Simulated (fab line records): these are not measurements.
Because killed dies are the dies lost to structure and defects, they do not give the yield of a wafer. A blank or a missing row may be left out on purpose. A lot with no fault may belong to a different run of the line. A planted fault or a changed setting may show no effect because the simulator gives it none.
Matching of chambers ; flow n5Finfet ; N5_BEOL_M4_STRIP_19 on rieDiel-06 has 4 sister chambers
The step strips in O2. 4 wafers are shown with their chamber, then 12 later ones without.

WAFERS, EACH WITH ITS CHAMBER
wafer;chamber;showerheadPlenumPTorr (Torr)
L087.3;3;2.06
L087.4;0;2.24
L087.5;2;2.12
L087.6;1;2.10

WAFERS MISSING THEIR CHAMBER
wafer;showerheadPlenumPTorr (Torr)
L091.1;2.05
L091.2;2.12
L091.5;2.10
L088.1;2.05
L088.3;2.24
L088.5;2.05
L090.1;2.10
L090.3;2.12
L090.4;2.05
L095.2;2.10
L095.3;2.23
L095.4;2.12

WHICH CHAMBER EACH WENT THROUGH
wafer;from the rows above;in truth
L091.1;3;3
L091.2;2;2
L091.5;1;1
L088.1;3;3
L088.3;0;0
L088.5;3;3
L090.1;1;1
L090.3;2;2
L090.4;3;3
L095.2;1;1
L095.3;0;0
L095.4;2;2
Correctly placed: 12 of 12. Not placeable from these rows: 0. Wrongly placed: 0.
How it was worked out, from the rows above alone: a wafer's distance from a chamber is the root of the sum, over the readings, of the square of ((its reading less the chamber's mean) divided by the reading's scatter). The wafer belongs to the nearest chamber; if the next one is less than 2 further off, it can't be placed. For every chamber, the mean is computed from those of its wafers that are shown. The scatter: with one shown wafer a chamber, the root of the mean of the squares of how far each hidden wafer lies from its nearest shown one.
